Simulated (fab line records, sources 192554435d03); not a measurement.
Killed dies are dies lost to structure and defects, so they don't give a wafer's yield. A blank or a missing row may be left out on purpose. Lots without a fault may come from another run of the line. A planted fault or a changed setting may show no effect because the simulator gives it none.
fab line records | flow n5_finfet
record lots=8 wafers=23 last_day=18
route steps=1938 shown SDB@368 HKMG_FIN@402 BEOL_M4@1111 PASSIVATION@1936
lots that met no fault: from a run of the same line without faults
start_h: hours from the record's first day to the start of the lot's first wafer shown | wait_h: hours since the lot's step before | " the same as in the row above | L1.1+2: a row that stands for several wafers | - no value, or no start given | * or withheld: withheld | < > ~ a bound
route shown NAME@n: a module of which the file shows steps, and the number in the route of the first | usual: mean/standard deviation of fault-free wafers | same: alike in all rows | chamber/n: place in a boat | sites: the reading at each site | _std_site: their standard deviation | _edge_site: outer sites' mean less inner sites' | radius_mm: how far each site lies from the wafer's centre | mask NAME#n: copy n | behind: the tool/chamber that last shaped the wafer | hold: why the lot was held/for how many hours/how that ended | device: the transistor (n, p or np) that didn't switch | end of line: the same wafers' tests at the end of the route | a step without rows: its recipe alone | killed: dies lost to structure and defects at the first sort, not the wafer's yield | map: a wafer's dies, x killed, . not, _ none there
set.NAME: the setting as run; set.NAME@STEP: as run at that earlier step | model.NAME: the simulator's own value behind a step, which no gauge read
steps of the route over a sample of lots; a table a step, a row a wafer
services: from which hour (start_h, from the record's first day; less than 0 if before it) a tool's chamber was out of use, for how many hours, and why
## steps
# step N5_SDB_ETCH_25
# recipe chemistry=C4F6/O2 target=SiO2 target_depth_a=100 time_s=3.3 ion_energy_ev=250 mask_material=SiNx pressure_mtorr=30 source_w=345 bias_w=185 Ar_flow_sccm=300 C4F6_flow_sccm=10 O2_flow_sccm=10
# usual C4F6_flow_sccm=10.001/0.028 O2_flow_sccm=10.00/0.033 chamber_pressure_mTorr=30.001/0.027 drypump_motor_current_A=5.7/0.53 oes_product_au=0.79/0.08 rf_vpp_V=664/14 showerhead_plenum_p_Torr=2.88/0.085 throttle_valve_pct=21.16/0.22
# columns lot.wafer tool chamber start_h wait_h C4F6_flow_sccm O2_flow_sccm chamber_pressure_mTorr drypump_motor_current_A oes_product_au rf_hours_counter_h rf_vpp_V showerhead_plenum_p_Torr throttle_valve_pct
L707.2 rie_diel-01 0 92.70 0.0 10.028 9.99 29.990 6.3 0.79 93 667 2.99 20.97
L707.4 " 3 " " 9.983 10.01 29.974 6.5 0.71 225 678 2.91 21.18
L707.5 " 3 " " 9.975 9.99 30.000 6.6 0.71 - 676 2.91 21.18
L709.2 rie_diel-06 3 103.42 0.4 9.991 10.02 30.028 5.4 0.69 241 645 2.69 21.29
L709.4 " 3 " " 10.034 10.01 30.048 5.4 0.68 - 645 2.69 21.28
L709.5 " 2 " " 9.995 10.08 29.986 6.3 0.71 - 649 2.82 21.21
L710.1 rie_diel-03 0 106.24 0.0 9.981 10.04 30.001 5.2 0.96 8 675 2.88 20.76
L710.4 " 2 " " 9.969 10.02 29.985 5.0 0.85 50 652 2.92 21.51
L710.5 " 1 " " 10.054 10.07 30.000 5.5 0.74 - 665 2.93 21.04
L721.3 rie_diel-03 1 179.26 0.5 10.027 9.98 30.029 5.5 0.72 181 664 2.92 21.09
L721.4 " 3 " " 10.009 10.00 29.970 6.0 0.81 100 658 2.77 21.31
L721.6 " 2 " " 10.044 9.98 30.000 5.0 0.83 - 652 2.91 21.54
L722.3 rie_diel-03 0 187.94 0.0 10.050 9.95 29.985 5.2 0.89 31 672 2.87 20.78
L722.4 " 2 " " 10.022 10.00 29.992 5.0 0.82 - 652 2.91 21.54
L722.6 " 0 " " 10.071 9.95 30.000 5.2 0.90 - 674 2.87 20.80
L723.1 rie_diel-03 1 192.98 0.1 9.981 10.04 30.003 5.5 0.73 185 665 2.92 21.09
L723.5 " 2 " " 9.986 10.06 30.024 5.0 0.82 - 653 2.91 21.56
L723.6 " 3 " " 9.965 9.99 30.050 6.0 0.82 - 658 2.77 21.33
L725.5 rie_diel-03 0 205.87 0.1 9.997 10.06 29.960 5.2 0.88 - 673 2.87 20.80
L725.6 " 1 " " 10.000 9.99 30.006 5.5 0.72 - 665 2.91 21.10
L726.1 rie_diel-03 0 210.07 0.0 9.999 9.99 30.018 5.2 0.87 40 674 2.87 20.80
L726.2 " 2 " " 9.991 9.97 29.962 5.0 0.80 82 652 2.90 21.54
L726.3 " 1 " " 9.996 10.02 30.024 5.5 0.72 192 663 2.91 21.11
# step N5_HKMG_FIN_ETCH_54
# recipe chemistry=CF4 target=SiARC target_depth_a=455 mask_material=CAR-ArF time_s=75.8 ion_energy_ev=80 pressure_mtorr=40 source_w=545 bias_w=36 Ar_flow_sccm=100 cf4_flow_sccm=100 ends=cleared
# usual bias_w=35.98/0.11 cf4_flow_sccm=99.94/0.28 chamber_pressure_mTorr=40.01/0.035 drypump_motor_current_A=5.7/0.53 etch_rf_on_time_s=75.0/1.9 oes_product_au=0.67/0.076 rf_vpp_V=184.5/1.1 showerhead_plenum_p_Torr=2.18/0.068 throttle_valve_pct=15.57/0.18
# columns lot.wafer tool chamber start_h wait_h bias_w cf4_flow_sccm chamber_pressure_mTorr drypump_motor_current_A etch_rf_on_time_s oes_product_au rf_hours_counter_h rf_vpp_V showerhead_plenum_p_Torr throttle_valve_pct
L707.2 rie_diel-03 3 97.72 0.0 35.98 99.76 40.05 6.0 72.8 0.73 75 182.9 2.08 15.55
L707.4 " 0 " " 36.12 100.22 39.97 5.2 76.0 0.82 5 185.6 2.18 15.20
L707.5 " 0 " " 36.04 100.18 40.04 5.2 76.1 0.81 - 185.8 2.18 15.23
L709.2 rie_diel-03 3 109.09 0.0 36.08 99.95 39.96 5.9 73.9 0.72 79 182.2 2.08 15.55
L709.4 " 2 " " 36.14 99.97 40.01 5.0 73.4 0.73 50 185.1 2.18 15.78
L709.5 " 3 " " 36.00 99.75 39.98 5.9 73.6 0.72 - 183.6 2.08 15.55
L710.1 rie_diel-03 1 112.21 0.0 35.92 100.04 40.06 5.5 73.2 0.63 161 184.3 2.22 15.64
L710.4 " 0 " " 35.89 100.25 40.00 5.2 75.9 0.79 11 184.5 2.17 15.24
L710.5 " 1 " " 36.07 99.82 39.99 5.5 72.9 0.64 - 185.2 2.22 15.63
L721.3 rie_diel-06 1 184.30 0.0 - - - - - - - - - -
L721.4 " 0 " " - - - - - - - - - -
L721.6 " 3 " " - - - - - - - - - -
L722.3 rie_diel-03 1 194.76 0.0 - - - - - - - - - -
L722.4 " 0 " " - - - - - - - - - -
L722.6 " 1 " " - - - - - - - - - -
L723.1 rie_diel-03 2 197.95 0.0 36.03 99.70 40.02 5.0 74.9 0.70 77 183.7 2.18 15.81
L723.5 " 1 " " 36.05 99.73 40.03 5.5 73.5 0.62 - 184.5 2.21 15.67
L723.6 " 0 " " 36.03 100.61 39.98 5.2 77.3 0.75 - 184.5 2.17 15.29
L725.5 rie_diel-06 1 210.71 0.0 35.84 100.31 40.02 6.6 76.6 0.61 - 186.2 2.20 15.65
L725.6 " 0 " " 35.92 100.54 39.96 5.7 75.8 0.58 - 186.0 2.21 15.74
L726.1 rie_diel-06 1 214.94 0.0 36.01 99.72 39.99 6.6 75.8 0.61 218 183.7 2.20 15.68
L726.2 " 0 " " 36.02 99.88 40.04 5.7 75.6 0.58 232 185.1 2.21 15.72
L726.3 " 3 " " 36.15 99.84 40.04 5.4 77.7 0.78 15 185.5 2.27 15.39
# step N5_HKMG_FIN_ETCH_55
# recipe chemistry=N2/H2 target=SOC target_depth_a=2400 temp_c=40 time_s=300 ion_energy_ev=200 mask_material=SiARC pressure_mtorr=30 source_w=840 bias_w=150 n2_flow_sccm=200 h2_flow_sccm=200
# usual bias_w=150.0/0.45 chamber_pressure_mTorr=29.999/0.027 drypump_motor_current_A=5.7/0.53 oes_product_au=0.79/0.087 rf_vpp_V=525.3/2.6 showerhead_plenum_p_Torr=2.59/0.093 throttle_valve_pct=17.79/0.21
# columns lot.wafer tool chamber start_h wait_h bias_w chamber_pressure_mTorr drypump_motor_current_A oes_product_au rf_hours_counter_h rf_vpp_V showerhead_plenum_p_Torr throttle_valve_pct
L707.2 rie_diel-03 3 97.78 0.0 150.1 30.004 6.0 0.84 75 522.0 2.45 17.60
L707.4 " 0 " " 149.5 29.981 5.2 0.94 5 526.0 2.60 17.50
L707.5 " 0 " " 150.4 30.029 5.2 0.95 - 524.9 2.60 17.51
L709.2 rie_diel-03 3 109.14 0.0 149.9 30.012 6.0 0.84 79 522.0 2.45 17.61
L709.4 " 2 " " 149.7 29.998 5.0 0.86 50 526.6 2.60 18.16
L709.5 " 3 " " 150.0 29.981 6.0 0.85 - 521.7 2.45 17.63
L710.1 rie_diel-03 1 112.26 0.0 150.3 29.974 5.5 0.74 161 528.1 2.64 17.88
L710.4 " 0 " " 150.3 29.967 5.2 0.93 11 525.8 2.60 17.51
L710.5 " 1 " " 150.3 29.967 5.5 0.75 - 525.2 2.64 17.85
L721.3 rie_diel-06 1 184.36 0.0 149.7 29.997 6.6 0.72 206 525.2 2.62 17.77
L721.4 " 0 " " 150.3 29.987 5.8 0.70 221 525.7 2.62 17.89
L721.6 " 3 " " 150.1 30.012 5.4 0.95 - 527.6 2.70 17.58
L722.3 rie_diel-03 1 194.81 0.0 150.7 29.937 5.5 0.73 186 526.7 2.63 17.91
L722.4 " 0 " " 149.7 29.973 5.2 0.88 33 525.4 2.59 17.56
L722.6 " 1 " " 150.0 30.017 5.5 0.73 - 525.4 2.63 17.89
L723.1 rie_diel-03 2 198.01 0.0 150.1 29.996 5.0 0.82 77 524.6 2.59 18.23
L723.5 " 1 " " 149.6 30.001 5.5 0.74 - 525.1 2.63 17.91
L723.6 " 0 " " 150.5 30.023 5.2 0.87 - 526.0 2.59 17.55
L725.5 rie_diel-06 1 210.83 0.1 150.4 29.970 6.6 0.71 - 526.2 2.62 17.78
L725.6 " 0 " " 149.6 29.976 5.8 0.69 - 526.3 2.61 17.91
L726.1 rie_diel-06 1 215.00 0.0 150.5 29.999 6.6 0.71 218 525.6 2.61 17.78
L726.2 " 0 " " 149.8 30.026 5.8 0.68 232 526.6 2.61 17.90
L726.3 " 3 " " 149.7 29.956 5.4 0.91 16 526.6 2.70 17.62
# step N5_HKMG_FIN_STRIP_60
# recipe chemistry=N2/H2 power_w=2500 temp_c=300 h2_frac=0.65 time_s=360 pressure_mtorr=withheld n2_flow_sccm=1750 h2_flow_sccm=3250
# usual drypump_motor_current_A=5.9/0.31 heater_power_w=489/49
# columns lot.wafer tool chamber start_h wait_h drypump_motor_current_A heater_power_w rf_hours_counter_h
L707.2 plasma_asher-01 1 98.56 0.0 5.5 476 41
L707.4 " 0 " " 6.0 554 -
L707.5 " 1 " " 5.5 459 -
L709.2 plasma_asher-02 0 109.93 0.0 6.3 497 92
L709.4 " 1 " " 5.8 437 -
L709.5 " 0 " " 6.3 505 -
L710.1 plasma_asher-01 0 113.05 0.0 6.0 570 44
L710.4 " 1 " " 5.4 456 -
L710.5 " 1 " " 5.5 462 -
L721.3 plasma_asher-02 1 185.27 0.1 5.8 433 -
L721.4 " 0 " " 6.3 504 -
L721.6 " 0 " " 6.3 506 -
L722.3 plasma_asher-01 0 195.72 0.1 6.0 557 -
L722.4 " 1 " " 5.4 470 -
L722.6 " 0 " " 6.0 568 -
L723.1 plasma_asher-02 0 199.00 0.2 6.3 519 109
L723.5 " 1 " " 5.8 428 -
L723.6 " 0 " " 6.3 516 -
L725.5 plasma_asher-02 0 211.77 0.3 6.3 519 -
L725.6 " 1 " " 5.8 436 -
L726.1 plasma_asher-01 1 215.86 0.1 5.4 470 62
L726.2 " 0 " " 6.0 556 62
L726.3 " 1 " " 5.4 468 -
# step N5_BEOL_M4_RC_MEAS_101
# usual DIBL_N=35.7/1.5 DIBL_P=35.7/2 IOFF_N=0.155/0.026 IOFF_P=0.20/0.031 ION_N=675/11 ION_P=462/7.1 SS_N=71.3/0.57 SS_P=73.1/0.56 VT_N=250/3 VT_P=-251/3
# columns lot.wafer tool chamber start_h wait_h DIBL_N[mV/V] DIBL_P[mV/V] IOFF_N[nA/um] IOFF_P[nA/um] ION_N[uA/um] ION_P[uA/um] SS_N[mV/dec] SS_P[mV/dec] VT_N[mV] VT_P[mV]
L707.2 prober-02 0 199.05 0.2 36.1 34.7 0.165 0.21 674 460 72.0 72.9 248 -251
L707.4 " 0 " " 37.1 34.5 0.181 0.20 694 468 72.9 73.0 248 -252
L707.5 " 0 " " 35.4 32.9 0.140 0.18 678 464 71.3 72.6 251 -252
L709.2 prober-01 0 216.71 0.2 36.2 37.5 0.178 0.24 685 470 71.6 72.9 246 -247
L709.4 " 0 " " 37.4 38.2 0.200 0.24 684 469 71.5 73.6 245 -246
L709.5 " 0 " " 35.3 36.8 0.169 0.22 686 475 70.8 72.9 247 -250
L710.1 prober-01 0 217.48 0.7 34.3 34.2 0.123 0.16 676 456 71.0 73.0 253 -253
L710.4 " 0 " " 31.8 31.0 0.089 0.13 667 460 70.7 72.3 259 -258
L710.5 " 0 " " 32.5 31.7 0.099 0.13 658 453 70.8 71.9 257 -258
L723.1 prober-01 0 305.37 0.0 34.4 34.9 0.137 0.18 666 456 71.0 72.7 251 -253
L723.5 " 0 " " 33.9 34.4 0.128 0.18 659 456 71.1 72.4 252 -255
L723.6 " 0 " " 36.7 37.3 0.166 0.21 675 459 71.2 73.2 250 -253
L725.5 prober-01 0 312.16 0.6 36.4 38.0 0.163 0.20 666 459 71.1 73.1 246 -252
L725.6 " 0 " " 37.0 39.4 0.172 0.22 676 464 71.1 73.1 249 -251
L726.1 prober-02 0 320.07 0.0 36.7 38.3 0.173 0.21 680 466 72.6 73.2 247 -251
L726.2 " 0 " " 37.4 38.4 0.189 0.22 674 461 71.5 73.3 246 -251
L726.3 " 0 " " 35.5 37.9 0.159 0.21 683 462 72.3 72.8 249 -250
# step N5_PASSIVATION_PROBE_49
# usual defect_limited_yield=91.4/1.5 killed_at_M0_to_M3=34/10 killed_at_M4_up=15/6 killed_at_contacts=12/6 killed_at_front_end=37/11 killed_at_other=3.3/2.8 killed_dies=101/18 killed_on_rim=14/4.4 killed_open=66/14 killed_short=33/7.8 sort_bin_5_function=5.0/0.97 sort_bin_6_memory=3.2/0.72 sort_n_pass=1079/18 sort_yield_pct=91.4/1.5
# same gross_dies=1180 killed_at_back_side=0 sort_bin_4_leakage[%]=0 sort_bin_8_speed[%]=0
# columns lot.wafer tool chamber start_h wait_h defect_limited_yield[%] killed_at_M0_to_M3 killed_at_M4_up killed_at_contacts killed_at_front_end killed_at_other killed_dies killed_on_rim killed_open killed_short sort_bin_5_function[%] sort_bin_6_memory[%] sort_n_pass sort_yield_pct[%]
L722.3 prober-02 - 385.96 0.1 0 33 3 16 1127 1 1180 152 65 29 97.1 2.7 0 0
L722.4 prober-02 - 386.01 0.2 0 36 13 25 1099 7 1180 152 70 48 95.8 3.5 0 0
L722.6 prober-02 - 386.11 0.3 0 30 14 13 1120 3 1180 152 80 37 95.6 4.1 0 0
L721.3 prober-01 - 400.76 0.1 0 20 5 14 1140 1 1180 152 47 24 97.8 1.9 0 0
L721.4 prober-01 - 400.81 0.2 0 54 9 19 1098 0 1180 152 84 35 94.7 5.0 0 0
L721.6 prober-01 - 400.91 0.3 0 35 16 27 1100 2 1180 152 76 40 95.7 4.0 0 0
# killed by level:class
L722.3 HKMG_FIN:area_etch=1086 FIN_SAQP:geometric_particle:open=14 MOL_CONTACT_COAG:geometric_particle:open=12 BEOL_M3:geometric_particle:open=12 DUMMY_GATE:geometric_particle:open=8 BEOL_M0_SAQP:geometric_particle:open=7 FIN_SAQP:geometric_particle:short=5 BEOL_M0_SAQP:geometric_particle:short=5
L722.4 HKMG_FIN:area_etch=1062 MOL_CONTACT_COAG:geometric_particle:open=21 BEOL_M0_SAQP:geometric_particle:short=13 BEOL_M4:geometric_particle:open=10 GATE_CUT:geometric_particle:short=9 BEOL_M0_SAQP:geometric_particle:open=7 FIN_SAQP:geometric_particle:open=5 STI_FIN_REVEAL:geometric_particle:open=5
L722.6 HKMG_FIN:area_etch=1063 FIN_SAQP:geometric_particle:open=18 MOL_CONTACT_COAG:geometric_particle:open=10 BEOL_M0_SAQP:geometric_particle:open=9 GATE_CUT:geometric_particle:short=9 BEOL_M3:geometric_particle:open=9 FIN_SAQP:geometric_particle:short=6 STI_FIN_REVEAL:geometric_particle:open=6
L721.3 HKMG_FIN:area_etch=1109 MOL_CONTACT_COAG:geometric_particle:open=12 FIN_SAQP:geometric_particle:open=7 BEOL_M2:geometric_particle:open=6 FIN_SAQP:geometric_particle:short=5 ILD0:geometric_particle:open=5 BEOL_M0_SAQP:geometric_particle:open=4 BEOL_M1:geometric_particle:open=4
L721.4 HKMG_FIN:area_etch=1060 MOL_CONTACT_COAG:geometric_particle:open=13 BEOL_M3:geometric_particle:open=13 FIN_SAQP:geometric_particle:short=10 BEOL_M2:geometric_particle:open=9 FIN_SAQP:geometric_particle:open=8 BEOL_M0_SAQP:geometric_particle:short=8 BEOL_M1:geometric_particle:open=7
L721.6 HKMG_FIN:area_etch=1064 MOL_CONTACT_COAG:geometric_particle:open=18 FIN_SAQP:geometric_particle:open=11 MOL_CONTACT_COAG:geometric_particle:short=9 FIN_SAQP:geometric_particle:short=8 BEOL_M1:geometric_particle:open=7 BEOL_M0_SAQP:geometric_particle:short=7 BEOL_M2:geometric_particle:open=6
## services
# columns tool chamber start_h hours kind
rie_diel-06 0 95.43 9.2 repair
rie_diel-01 0 107.19 29.5 repair
rie_diel-06 3 136.50 - clean
rie_diel-06 3 136.50 - consumable_replace:focus_ring
rie_diel-06 3 136.50 - consumable_replace:showerhead
rie_diel-06 3 136.50 34.7 scheduled_down
rie_diel-06 3 136.50 34.7 vent_cycle
rie_diel-06 2 169.03 5.1 repair
rie_diel-01 3 172.08 16.0 repair
rie_diel-01 1 175.77 9.0 repair
rie_diel-06 - 183.10 0.2 repair
rie_diel-03 3 184.82 4.3 repair
rie_diel-01 3 188.14 - clean
rie_diel-01 3 188.14 - consumable_replace:focus_ring
rie_diel-01 3 188.14 25.6 scheduled_down
rie_diel-01 3 188.14 25.6 vent_cycle
plasma_asher-01 - 197.93 1.5 repair
rie_diel-06 2 200.19 - clean
rie_diel-06 2 200.19 - consumable_replace:focus_ring
rie_diel-06 2 200.19 17.7 scheduled_down
rie_diel-06 2 200.19 17.7 vent_cycle
rie_diel-01 1 213.94 - clean
rie_diel-01 1 213.94 - consumable_replace:focus_ring
rie_diel-01 1 213.94 - consumable_replace:showerhead
## key
first_sign step=N5_HKMG_FIN_ETCH_54 reading=tool_record direction=missing
effect step=N5_PASSIVATION_PROBE_49 reading=killed_at_front_end direction=up sigmas=96 usual=37 struck=1114
more_kills_born_at N5_HKMG_FIN_ETCH_54@rie_diel-06=3233 N5_HKMG_FIN_ETCH_54@rie_diel-03=3211
met_at N5_HKMG_FIN_ETCH_54
struck_lots L721,L722
later_rows_left_out L721.3,L721.4,L721.6,L722.3,L722.4,L722.6
not_acting_at N5_SDB_ETCH_25,N5_HKMG_FIN_ETCH_55,N5_HKMG_FIN_STRIP_60
onset_between 112.21 184.30
fault kind=skipped_step_whole tool=rie_diel-03,rie_diel-06 chamber=- onset_h=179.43 steps=N5_HKMG_FIN_ETCH_54 scope=struck_lots_only
# later_rows_left_out: the simulator's readings of these wafers behind a module that went badly wrong aren't trusted and aren't shown, but for the sort
